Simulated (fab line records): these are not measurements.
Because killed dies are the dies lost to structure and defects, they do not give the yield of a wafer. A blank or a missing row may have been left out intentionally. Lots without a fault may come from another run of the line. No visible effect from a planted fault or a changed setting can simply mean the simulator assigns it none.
Matching of chambers    flow n5_finfet    4 sister chambers for N5_BEOL_M6_STRIP_67 on rie_diel-01
The step strips in CF4. 20 wafers are shown with their chamber, then 10 later ones without.

== WAFERS PAIRED WITH THEIR CHAMBERS ==
wafer   chamber  drypump_motor_current_A (A)  throttle_valve_pct (%)  showerhead_plenum_p_Torr (Torr)
L074.2  3        5.5                          13.63                   1.82
L074.3  0        5.1                          13.49                   1.84
L074.4  2        5.8                          14.10                   1.70
L075.1  0        5.1                          13.47                   1.84
L075.5  2        5.9                          14.09                   1.70
L075.6  3        5.5                          13.63                   1.81
L080.4  1        5.6                          14.02                   1.86
L080.5  3        5.5                          13.66                   1.81
L080.6  2        5.8                          13.55                   1.90
L081.1  1        5.6                          14.02                   1.86
L081.2  0        5.1                          13.53                   1.84
L081.5  1        5.6                          14.03                   1.86
L082.1  3        5.5                          13.69                   1.81
L082.3  0        5.1                          13.50                   1.84
L082.5  0        5.1                          13.52                   1.84
L085.1  3        5.5                          13.69                   1.81
L085.4  1        5.6                          14.03                   1.86
L085.5  0        5.1                          13.53                   1.84
L090.3  3        5.5                          13.70                   1.80
L090.5  1        5.6                          14.07                   1.85

SIGNATURES, as means of the wafers listed above
reading                   chamber 0  chamber 1  chamber 2  chamber 3  scatter within a chamber
drypump_motor_current_A   5.100      5.600      5.833      5.500      0.0204
throttle_valve_pct        13.5067    14.0340    13.9133    13.6667    0.114
showerhead_plenum_p_Torr  1.8400     1.8580     1.7667     1.8100     0.041
Rule: distance of a wafer from a chamber = root of the sum over the readings of ((wafer's reading minus chamber's mean) / reading's scatter) squared. If the next closest chamber is less than 2 further off than the closest, the wafer can't be placed; otherwise it belongs to the closest. The scatter: the root of (the sum of the squares of (reading less its chamber's mean) over the shown wafers, divided by (wafers less chambers)).

== WAFERS WITH NO CHAMBER GIVEN ==
wafer   drypump_motor_current_A (A)  throttle_valve_pct (%)  showerhead_plenum_p_Torr (Torr)
L090.6  5.9                          13.60                   1.90
L095.1  5.8                          13.62                   1.90
L095.4  5.5                          13.75                   1.80
L095.5  5.1                          13.57                   1.83
L097.1  5.5                          13.75                   1.80
L097.2  5.1                          13.58                   1.83
L097.6  5.6                          13.75                   1.80
L096.1  5.1                          13.57                   1.83
L096.2  5.5                          14.10                   1.85
L096.3  5.5                          13.76                   1.80

== CHAMBER TAKEN BY EACH ==
wafer    from the rows above       in truth
L090.6   2                         2
L095.1   2                         2
L095.4   3                         3
L095.5   0                         0
L097.1   3                         3
L097.2   0                         0
L097.6   1                         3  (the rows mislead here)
L096.1   0                         0
L096.2   can't be placed: 3 or 1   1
L096.3   3                         3
8 of 10 placed correctly. Can't be placed from these rows: 1 (the true chamber is among the candidates in 1). Wrongly placed: 1.
